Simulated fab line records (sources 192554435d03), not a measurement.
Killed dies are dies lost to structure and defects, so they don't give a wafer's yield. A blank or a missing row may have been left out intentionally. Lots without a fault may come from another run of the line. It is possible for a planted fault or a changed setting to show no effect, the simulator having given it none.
Which of the tools did it? || flow n5Finfet || 11 lots, 31 wafers sampled, at 5 steps of a route of 1938

== WHAT THE GAUGES READ, wafer by wafer ==
N5_BEOL_M3_CD_MEAS_35: target cd 18 nm, target cd y 21 nm.
{"lot": "L826", "measured": "day 7 04:46", "on": "cdSem-01", "cdNm (nm)": "17.9 18.4 18.1"}
{"lot": "L827", "measured": "day 7 17:01", "on": "cdSem-02", "cdNm (nm)": "18.1 17.8 17.7"}
{"lot": "L828", "measured": "day 8 11:01", "on": "cdSem-02", "cdNm (nm)": "17.3 18.2 17.7"}
{"lot": "L835", "measured": "day 9 20:19", "on": "cdSem-03", "cdNm (nm)": "18.0 17.7 17.7"}
{"lot": "L837", "measured": "day 10 01:03", "on": "cdSem-03", "cdNm (nm)": "17.6 18.1"}
{"lot": "L836", "measured": "day 10 01:39", "on": "cdSem-02", "cdNm (nm)": "17.6 17.5 18.2"}
{"lot": "L838", "measured": "day 10 20:19", "on": "cdSem-02", "cdNm (nm)": "18.0 17.9 18.2"}
{"lot": "L840", "measured": "day 11 13:07", "on": "cdSem-02", "cdNm (nm)": "18.4 18.6 18.3"}
{"lot": "L843", "measured": "day 11 15:33", "on": "cdSem-01", "cdNm (nm)": "17.9 18.1 17.9"}
{"lot": "L848", "measured": "day 12 21:22", "on": "cdSem-03", "cdNm (nm)": "17.8 18.2"}
{"lot": "L849", "measured": "day 13 14:43", "on": "cdSem-03", "cdNm (nm)": "18.4 17.7 17.7"}

N5_BEOL_M4_RC_MEAS_101.
{"lot": "L826", "measured": "day 8 07:52", "on": "prober-02", "DIBL_N (mV/V)": "36.7 37.2 35.3", "DIBL_P (mV/V)": "36.3 36.8 34.4", "IOFF_N (nA/um)": "0.153 0.171 0.142", "IOFF_P (nA/um)": "0.21 0.23 0.18", "ION_N (uA/um)": "667 673 666", "ION_P (uA/um)": "459 459 461", "SS_N (mV/dec)": "71.6 71.7 71.2", "SS_P (mV/dec)": "72.7 73.6 72.6", "VT_N (mV)": "251 250 252", "VT_P (mV)": "-252 -249 -251"}
{"lot": "L827", "measured": "day 8 17:17", "on": "prober-01", "DIBL_N (mV/V)": "37.9 37.5 35.9", "DIBL_P (mV/V)": "38.4 37.2 36.3", "IOFF_N (nA/um)": "0.208 0.182 0.166", "IOFF_P (nA/um)": "0.24 0.23 0.22", "ION_N (uA/um)": "696 671 688", "ION_P (uA/um)": "472 461 474", "SS_N (mV/dec)": "72.1 71.8 70.9", "SS_P (mV/dec)": "73.4 73.3 73.4", "VT_N (mV)": "245 247 247", "VT_P (mV)": "-247 -248 -249"}
{"lot": "L828", "measured": "day 9 02:08", "on": "prober-02", "DIBL_N (mV/V)": "34.0 36.0 33.7", "DIBL_P (mV/V)": "33.8 37.2 33.5", "IOFF_N (nA/um)": "0.141 0.186 0.142", "IOFF_P (nA/um)": "0.19 0.26 0.19", "ION_N (uA/um)": "683 685 678", "ION_P (uA/um)": "462 468 465", "SS_N (mV/dec)": "71.2 71.9 70.4", "SS_P (mV/dec)": "72.1 73.3 72.3", "VT_N (mV)": "250 245 249", "VT_P (mV)": "-250 -246 -250"}
{"lot": "L835", "measured": "day 10 08:38", "on": "prober-01", "DIBL_N (mV/V)": "34.8 36.7 36.9", "DIBL_P (mV/V)": "33.6 35.2 35.2", "IOFF_N (nA/um)": "0.122 0.161 0.152", "IOFF_P (nA/um)": "0.17 0.18 0.19", "ION_N (uA/um)": "652 677 675", "ION_P (uA/um)": "450 459 450", "SS_N (mV/dec)": "71.1 71.2 71.0", "SS_P (mV/dec)": "73.1 73.7 72.9", "VT_N (mV)": "255 248 253", "VT_P (mV)": "-256 -256 -256"}
{"lot": "L837", "measured": "day 10 18:20", "on": "prober-02", "DIBL_N (mV/V)": "34.3 36.0", "DIBL_P (mV/V)": "32.8 35.0", "IOFF_N (nA/um)": "0.128 0.170", "IOFF_P (nA/um)": "0.16 0.20", "ION_N (uA/um)": "664 689", "ION_P (uA/um)": "452 464", "SS_N (mV/dec)": "70.4 71.7", "SS_P (mV/dec)": "73.3 73.6", "VT_N (mV)": "251 246", "VT_P (mV)": "-253 -251"}
{"lot": "L836", "measured": "day 10 16:27", "on": "prober-01", "DIBL_N (mV/V)": "34.5 37.3 37.2", "DIBL_P (mV/V)": "35.2 38.2 37.7", "IOFF_N (nA/um)": "0.134 0.171 0.164", "IOFF_P (nA/um)": "0.16 0.20 0.20", "ION_N (uA/um)": "678 684 682", "ION_P (uA/um)": "463 462 461", "SS_N (mV/dec)": "71.0 72.0 71.2", "SS_P (mV/dec)": "72.7 74.3 74.1", "VT_N (mV)": "251 247 250", "VT_P (mV)": "-255 -254 -252"}
{"lot": "L838", "measured": "day 11 12:53", "on": "prober-01", "DIBL_N (mV/V)": "35.4 34.8 34.9", "DIBL_P (mV/V)": "35.9 35.0 34.9", "IOFF_N (nA/um)": "0.176 0.153 0.155", "IOFF_P (nA/um)": "0.23 0.21 0.21", "ION_N (uA/um)": "693 682 678", "ION_P (uA/um)": "478 471 470", "SS_N (mV/dec)": "71.7 70.9 70.7", "SS_P (mV/dec)": "73.7 73.1 73.3", "VT_N (mV)": "246 249 248", "VT_P (mV)": "-247 -248 -250"}
{"lot": "L840", "measured": "day 12 03:38", "on": "prober-02", "DIBL_N (mV/V)": "34.9 35.6 35.3", "DIBL_P (mV/V)": "35.7 35.3 36.2", "IOFF_N (nA/um)": "0.146 0.153 0.148", "IOFF_P (nA/um)": "0.18 0.18 0.20", "ION_N (uA/um)": "680 667 676", "ION_P (uA/um)": "461 459 465", "SS_N (mV/dec)": "70.7 70.9 70.3", "SS_P (mV/dec)": "72.8 73.2 73.6", "VT_N (mV)": "249 250 250", "VT_P (mV)": "-250 -250 -252"}
{"lot": "L843", "measured": "day 12 03:52", "on": "prober-01", "DIBL_N (mV/V)": "35.5 37.5 35.3", "DIBL_P (mV/V)": "35.8 39.5 35.7", "IOFF_N (nA/um)": "0.158 0.209 0.144", "IOFF_P (nA/um)": "0.20 0.26 0.20", "ION_N (uA/um)": "681 700 661", "ION_P (uA/um)": "464 476 460", "SS_N (mV/dec)": "70.7 71.8 71.2", "SS_P (mV/dec)": "73.1 73.2 72.8", "VT_N (mV)": "246 242 249", "VT_P (mV)": "-251 -247 -250"}
{"lot": "L848", "measured": "day 14 00:10", "on": "prober-01", "DIBL_N (mV/V)": "36.4 37.0", "DIBL_P (mV/V)": "38.0 39.4", "IOFF_N (nA/um)": "0.163 0.172", "IOFF_P (nA/um)": "0.20 0.22", "ION_N (uA/um)": "666 676", "ION_P (uA/um)": "459 464", "SS_N (mV/dec)": "71.1 71.1", "SS_P (mV/dec)": "73.1 73.1", "VT_N (mV)": "246 249", "VT_P (mV)": "-252 -251"}
{"lot": "L849", "measured": "day 14 08:04", "on": "prober-02", "DIBL_N (mV/V)": "36.7 37.4 35.5", "DIBL_P (mV/V)": "38.3 38.4 37.9", "IOFF_N (nA/um)": "0.173 0.189 0.159", "IOFF_P (nA/um)": "0.21 0.22 0.21", "ION_N (uA/um)": "680 674 683", "ION_P (uA/um)": "466 461 462", "SS_N (mV/dec)": "72.6 71.5 72.3", "SS_P (mV/dec)": "73.2 73.3 72.8", "VT_N (mV)": "247 246 249", "VT_P (mV)": "-251 -251 -250"}

== WHICH TOOL RAN EACH LOT (tool, then ch and the chambers of the sampled wafers, then the start) ==
{"lot": "L826", "N5_BEOL_M3_SPUTTER_81": "pvdSputter-02, day 7 06:02", "N5_BEOL_M3_ANNEAL_87": "pvdSputter-02, day 7 06:20", "N5_BEOL_M3_SPUTTER_90": "pvdSputter-02, day 7 06:42"}
{"lot": "L827", "N5_BEOL_M3_SPUTTER_81": "pvdSputter-01, day 7 18:26", "N5_BEOL_M3_ANNEAL_87": "pvdSputter-01, day 7 18:44", "N5_BEOL_M3_SPUTTER_90": "pvdSputter-01, day 7 19:05"}
{"lot": "L828", "N5_BEOL_M3_SPUTTER_81": "pvdSputter-01, day 8 12:05", "N5_BEOL_M3_ANNEAL_87": "pvdSputter-01, day 8 12:23", "N5_BEOL_M3_SPUTTER_90": "pvdSputter-01, day 8 12:44"}
{"lot": "L835", "N5_BEOL_M3_SPUTTER_81": "pvdSputter-01, day 9 22:10", "N5_BEOL_M3_ANNEAL_87": "pvdSputter-01, day 9 22:28", "N5_BEOL_M3_SPUTTER_90": "pvdSputter-01, day 9 22:50"}
{"lot": "L837", "N5_BEOL_M3_SPUTTER_81": "pvdSputter-01, day 10 02:39", "N5_BEOL_M3_ANNEAL_87": "pvdSputter-01, day 10 02:59", "N5_BEOL_M3_SPUTTER_90": "pvdSputter-01, day 10 03:19"}
{"lot": "L836", "N5_BEOL_M3_SPUTTER_81": "pvdSputter-03, day 10 02:59", "N5_BEOL_M3_ANNEAL_87": "pvdSputter-03, day 10 03:17", "N5_BEOL_M3_SPUTTER_90": "pvdSputter-03, day 10 03:38"}
{"lot": "L838", "N5_BEOL_M3_SPUTTER_81": "pvdSputter-02, day 10 22:56", "N5_BEOL_M3_ANNEAL_87": "pvdSputter-02, day 10 23:14", "N5_BEOL_M3_SPUTTER_90": "pvdSputter-02, day 10 23:36"}
{"lot": "L840", "N5_BEOL_M3_SPUTTER_81": "pvdSputter-02, day 11 14:25", "N5_BEOL_M3_ANNEAL_87": "pvdSputter-02, day 11 14:43", "N5_BEOL_M3_SPUTTER_90": "pvdSputter-02, day 11 15:04"}
{"lot": "L843", "N5_BEOL_M3_SPUTTER_81": "pvdSputter-01, day 11 16:56", "N5_BEOL_M3_ANNEAL_87": "pvdSputter-01, day 11 17:14", "N5_BEOL_M3_SPUTTER_90": "pvdSputter-01, day 11 17:36"}
{"lot": "L848", "N5_BEOL_M3_SPUTTER_81": "pvdSputter-02, day 13 02:19", "N5_BEOL_M3_ANNEAL_87": "pvdSputter-02, day 13 02:38", "N5_BEOL_M3_SPUTTER_90": "pvdSputter-02, day 13 02:58"}
{"lot": "L849", "N5_BEOL_M3_SPUTTER_81": "pvdSputter-02, day 13 17:40", "N5_BEOL_M3_ANNEAL_87": "pvdSputter-02, day 13 18:01", "N5_BEOL_M3_SPUTTER_90": "pvdSputter-02, day 13 18:25"}
- N5_BEOL_M3_SPUTTER_81: material Cu, target thk 4.5 nm, time 8.29 s.
- N5_BEOL_M3_ANNEAL_87: time 240 s.
- N5_BEOL_M3_SPUTTER_90: material Cu, target thk 4.5 nm, time 8.29 s.

== WHAT THE TOOLS THEMSELVES READ (means of the sampled wafers that have a number; where no wafer has one, the mark that the record gives instead) ==
N5_BEOL_M3_SPUTTER_81.
{"lot": "L826", "tool": "pvdSputter-02", "chamberPressurePa (Pa)": 0.07, "chuckGasFlowSccm (sccm)": 1.24, "substrateTempC (C)": -19.88, "throttleValvePct (%)": 29.4}
{"lot": "L827", "tool": "pvdSputter-01", "chamberPressurePa (Pa)": 0.07, "chuckGasFlowSccm (sccm)": 1.28, "substrateTempC (C)": -20.00, "throttleValvePct (%)": 29.7}
{"lot": "L828", "tool": "pvdSputter-01", "chamberPressurePa (Pa)": 0.07, "chuckGasFlowSccm (sccm)": 1.29, "substrateTempC (C)": -20.02, "throttleValvePct (%)": 31.2}
{"lot": "L835", "tool": "pvdSputter-01", "chamberPressurePa (Pa)": 0.07, "chuckGasFlowSccm (sccm)": 1.28, "substrateTempC (C)": -19.92, "throttleValvePct (%)": 29.7}
{"lot": "L837", "tool": "pvdSputter-01", "chamberPressurePa (Pa)": 0.07, "chuckGasFlowSccm (sccm)": 1.28, "substrateTempC (C)": -19.96, "throttleValvePct (%)": 29.5}
{"lot": "L836", "tool": "pvdSputter-03", "chamberPressurePa (Pa)": 0.07, "chuckGasFlowSccm (sccm)": 1.22, "substrateTempC (C)": -19.82, "throttleValvePct (%)": 30.1}
{"lot": "L838", "tool": "pvdSputter-02", "chamberPressurePa (Pa)": 0.07, "chuckGasFlowSccm (sccm)": 1.29, "substrateTempC (C)": -19.96, "throttleValvePct (%)": 30.0}
{"lot": "L840", "tool": "pvdSputter-02", "chamberPressurePa (Pa)": 0.07, "chuckGasFlowSccm (sccm)": 1.26, "substrateTempC (C)": -20.00, "throttleValvePct (%)": 29.7}
{"lot": "L843", "tool": "pvdSputter-01", "chamberPressurePa (Pa)": 0.07, "chuckGasFlowSccm (sccm)": 1.26, "substrateTempC (C)": -19.97, "throttleValvePct (%)": 30.3}
{"lot": "L848", "tool": "pvdSputter-02", "chamberPressurePa (Pa)": 0.07, "chuckGasFlowSccm (sccm)": 1.27, "substrateTempC (C)": -20.02, "throttleValvePct (%)": 30.6}
{"lot": "L849", "tool": "pvdSputter-02", "chamberPressurePa (Pa)": 0.07, "chuckGasFlowSccm (sccm)": 1.28, "substrateTempC (C)": -19.90, "throttleValvePct (%)": 30.1}

N5_BEOL_M3_ANNEAL_87.
{"lot": "L826", "tool": "pvdSputter-02", "heaterPowerW (W)": 866}
{"lot": "L827", "tool": "pvdSputter-01", "heaterPowerW (W)": 781}
{"lot": "L828", "tool": "pvdSputter-01", "heaterPowerW (W)": 857}
{"lot": "L835", "tool": "pvdSputter-01", "heaterPowerW (W)": 793}
{"lot": "L837", "tool": "pvdSputter-01", "heaterPowerW (W)": 779}
{"lot": "L836", "tool": "pvdSputter-03", "heaterPowerW (W)": 945}
{"lot": "L838", "tool": "pvdSputter-02", "heaterPowerW (W)": 765}
{"lot": "L840", "tool": "pvdSputter-02", "heaterPowerW (W)": 743}
{"lot": "L843", "tool": "pvdSputter-01", "heaterPowerW (W)": 789}
{"lot": "L848", "tool": "pvdSputter-02", "heaterPowerW (W)": 764}
{"lot": "L849", "tool": "pvdSputter-02", "heaterPowerW (W)": 874}

N5_BEOL_M3_SPUTTER_90.
{"lot": "L826", "tool": "pvdSputter-02", "chamberPressurePa (Pa)": 0.07003, "chuckGasFlowSccm (sccm)": 1.26, "substrateTempC (C)": -19.93, "throttleValvePct (%)": 29.5}
{"lot": "L827", "tool": "pvdSputter-01", "chamberPressurePa (Pa)": 0.06985, "chuckGasFlowSccm (sccm)": 1.30, "substrateTempC (C)": -19.99, "throttleValvePct (%)": 29.6}
{"lot": "L828", "tool": "pvdSputter-01", "chamberPressurePa (Pa)": 0.07000, "chuckGasFlowSccm (sccm)": 1.28, "substrateTempC (C)": -19.97, "throttleValvePct (%)": 31.3}
{"lot": "L835", "tool": "pvdSputter-01", "chamberPressurePa (Pa)": 0.06992, "chuckGasFlowSccm (sccm)": 1.24, "substrateTempC (C)": -20.09, "throttleValvePct (%)": 29.6}
{"lot": "L837", "tool": "pvdSputter-01", "chamberPressurePa (Pa)": 0.07004, "chuckGasFlowSccm (sccm)": 1.29, "substrateTempC (C)": -20.05, "throttleValvePct (%)": 29.4}
{"lot": "L836", "tool": "pvdSputter-03", "chamberPressurePa (Pa)": 0.06988, "chuckGasFlowSccm (sccm)": 1.21, "substrateTempC (C)": -20.03, "throttleValvePct (%)": 30.0}
{"lot": "L838", "tool": "pvdSputter-02", "chamberPressurePa (Pa)": 0.06994, "chuckGasFlowSccm (sccm)": 1.24, "substrateTempC (C)": -19.94, "throttleValvePct (%)": 30.0}
{"lot": "L840", "tool": "pvdSputter-02", "chamberPressurePa (Pa)": "-", "chuckGasFlowSccm (sccm)": "-", "substrateTempC (C)": "-", "throttleValvePct (%)": "-"}
{"lot": "L843", "tool": "pvdSputter-01", "chamberPressurePa (Pa)": "-", "chuckGasFlowSccm (sccm)": "-", "substrateTempC (C)": "-", "throttleValvePct (%)": "-"}
{"lot": "L848", "tool": "pvdSputter-02", "chamberPressurePa (Pa)": 0.07007, "chuckGasFlowSccm (sccm)": 1.28, "substrateTempC (C)": -20.03, "throttleValvePct (%)": 30.4}
{"lot": "L849", "tool": "pvdSputter-02", "chamberPressurePa (Pa)": 0.07004, "chuckGasFlowSccm (sccm)": 1.24, "substrateTempC (C)": -20.02, "throttleValvePct (%)": 30.2}

== THE ANSWER, worked out from the rows above alone ==
Rule: what is usual is taken from the lots themselves. Put in order of their means at a reading, lots are off if they are a third of the lots or fewer, leave a main group of 4 or more, and stand apart from it by a gap of 3 or more times the standard deviation of the main group's means; of several such gaps the widest counts. A main group is skipped when, at the precision printed for the reading in the tables above, its means are all equal. A lot without any number at a reading at which 4 lots or more have one is off too. Any other lot the step has rows for is counted as sound. First the gauges in route order, then the tools' own readings, where a lot's mean is used as printed above. The first step at which some lot is off is used, and at that step the reading that is off furthest; a lot without a number counts as furthest.
Off: L840, L843 (N5_BEOL_M3_SPUTTER_90, chamberPressurePa). Without a number there: L840, L843. For the main group the mean is 0.06997 Pa and the standard deviation 7.5e-05.
A tool fits if, at that step or a process step before it, it ran every lot that is off, and no sound lot after the first of them. Of those tried, none fits.

== WHAT HAD BEEN PUT IN BY THE SIMULATOR ==
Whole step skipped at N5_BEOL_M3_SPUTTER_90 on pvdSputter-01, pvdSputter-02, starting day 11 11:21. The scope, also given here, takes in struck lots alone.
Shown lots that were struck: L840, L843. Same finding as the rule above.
